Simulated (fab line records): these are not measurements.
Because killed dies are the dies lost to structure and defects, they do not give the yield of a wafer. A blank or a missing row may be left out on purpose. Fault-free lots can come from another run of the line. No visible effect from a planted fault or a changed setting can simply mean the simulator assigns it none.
Struck lot and sound lot, side by side || flow n5-finfet || 36 out of 1938 route steps
Sound: the wafers L570.2, L570.6. Struck: wafers L552.4, L552.5, L552.6. Last of all comes the cause.
Order at every step that has rows: each side's tool, ch and its chambers, its first start. Under that, the readings that differ: sound wafers || struck wafers || difference of the means || sigmas: that difference in standard deviations of wafers without a fault.
alike: same words and numbers on both sides, and readings whose means sit less than 2 such deviations apart. not compared: any withheld reading, any reading some wafer has no value for, any bound like >300 that may hide the same value, and any number with overlapping values for which the record gives no deviation.
Wherever a step has rows on one side only, a row that says differs or no value, or a row with sigmas, the two part there. Numbers that don't overlap but have no deviation are shown without sigmas and don't part them. A reading that every wafer of one side lacks parts them only if that side has two wafers or more.

first, 9 steps without rows for these wafers: N5_BEOL_M4_ANNEAL_95 (time 240 s); N5_BEOL_M4_SPUTTER_96 (material Cu, target thk 4.5 nm, time 8.29 s); N5_BEOL_M4_ECD_50 (material Cu, target thk 300 nm); N5_BEOL_M4_ANNEAL_51 (time 90 s); N5_BEOL_M4_CMP_52 (polishes, stops on SiOC, t overpolish 6.8 s, target thk 40 nm); N5_BEOL_M4_PRE_CLEAN_60 (time 15 s); N5_BEOL_M4_CO_CAP_55 (material Co, precursor CCTBA/H2, target thk 2 nm, time 102.1 s); N5_BEOL_M4_PRE_CLEAN_56 (time 15 s); N5_BEOL_M4_DEP_57 (deposits SiCN from 3MS/NH3, target thk 8 nm, time 14 s).
N5_BEOL_M4_RC_MEAS_101:
  sound on prober-01 ch 0, day 15 13:37; struck on prober-01 ch 0, day 11 17:16
  alike: DIBL_N, DIBL_P, IOFF_N, IOFF_P, ION_N, ION_P, SS_N, SS_P, VT_N, VT_P
then, 24 steps without rows for these wafers: N5_BEOL_M5_ILD_DEP_00 (deposits SiCOH lowk from DEMS/porogen, target thk 140.64 nm, time 25.9 s); N5_BEOL_M5_CURE_79 (cures SiCOH lowk, time 240 s); N5_BEOL_M5_PECVD_70 (deposits SiO2 from TEOS/O2, target thk 16 nm, time 18 s); N5_BEOL_M5_HM_DEP_02 (deposits TiN, target thk 20 nm); N5_BEOL_M5_COAT_59 (time 60 s, resist thk 60 nm); N5_BEOL_M5_COAT_60 (time 60 s, resist thk 12 nm); N5_BEOL_M5_COAT_71 (time 60 s, resist thk 5 nm); N5_BEOL_M5_COAT_05 (resist thk 30 nm); N5_BEOL_M5_EBR_07; N5_BEOL_M5_SOFTBAKE_06 (time 60 s); N5_BEOL_M5_EXPOSE_08 (exposes mask M5, target cd 28 nm); N5_BEOL_M5_PEB_09 (peb time 60 s); N5_BEOL_M5_DEVELOP_10 (develop time 30 s); N5_BEOL_M5_DESCUM_16 (chemistry O2, time 7 s); N5_BEOL_M5_ETCH_72 (etches underlayer in N2/H2, target depth 6.5 nm, time 5.2 s); N5_BEOL_M5_ETCH_61 (etches SiARC in CF4, target depth 15.6 nm, time 26 s); N5_BEOL_M5_ETCH_62 (etches SOC in N2/H2, target depth 75 nm, overetch 15 nm, time 112.5 s); N5_BEOL_M5_STRIP_63 (strips in N2/H2); N5_BEOL_M5_STRIP_73 (strips in N2/H2); N5_BEOL_M5_STRIP_64 (strips in CF4); N5_BEOL_M5_HM_OPEN_17 (chemistry Cl2/BCl3, target TiN, target depth 20 nm, overetch 6 nm); N5_BEOL_M5_STRIP_19 (strips in O2); N5_BEOL_M5_COAT_65 (time 60 s, resist thk 60 nm); N5_BEOL_M5_COAT_66 (time 60 s, resist thk 12 nm).
N5_BEOL_M7_PECVD_70: deposits SiO2 from TEOS/O2, target thk 20 nm, time 22.7 s.
  sound on pecvd-01 ch 0,1, day 16 13:34; struck on pecvd-03 ch 0,1,2, day 12 16:03
  no value came back on the struck wafers for any of 6 readings (chamber-pressure-Torr (Torr), heater-power-outer-w (W) and others); on the sound wafers chamber-pressure-Torr (Torr) reads 5.495 5.521
-- record jumps: 3 days separate the struck wafers' starts on either side; left off in module BEOL_M7, taken up again in module PASSIVATION, whose first shown step is the route's number 1936 --
N5_PASSIVATION_PROBE_49:
  sound: prober-01 at day 20 05:35; struck: prober-01 at day 16 03:22
{"reading": "defect-limited-yield (%)", "sound": "90.0 90.8", "struck": "61.0 63.1 63.1", "difference": -28.0, "sigmas": -20}
{"reading": "killed_at_M4_up", "sound": "14 12", "struck": "351 350 332", "difference": "+331", "sigmas": "+56"}
{"reading": "killed-dies", "sound": "118 109", "struck": "460 436 435", "difference": "+330", "sigmas": "+19"}
{"reading": "killed-on-rim", "sound": "23 14", "struck": "42 115 24", "difference": "+42", "sigmas": "+10"}
{"reading": "sort_bin_5_function (%)", "sound": "6.3 5.8", "struck": "34.5 33.2 32.5", "difference": "+27.3", "sigmas": "+27"}
{"reading": "sort-n-pass", "sound": "1062 1071", "struck": "720 744 745", "difference": -330, "sigmas": -6}
{"reading": "sort-yield-pct (%)", "sound": "90 91", "struck": "61 63 63", "difference": -28, "sigmas": -6}
  alike: killed_at_M0_to_M3, killed-at-contacts, killed-at-front-end, killed-at-other, killed-open, killed-short, sort_bin_6_memory

WHERE THEY PART
Earliest at N5_BEOL_M7_PECVD_70; latest, in this record, at N5_PASSIVATION_PROBE_49.

WHY: what had been put in by the simulator
At N5_BEOL_M7_PECVD_70, the step was skipped entirely on pecvd-03 from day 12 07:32 on. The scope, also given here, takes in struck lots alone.
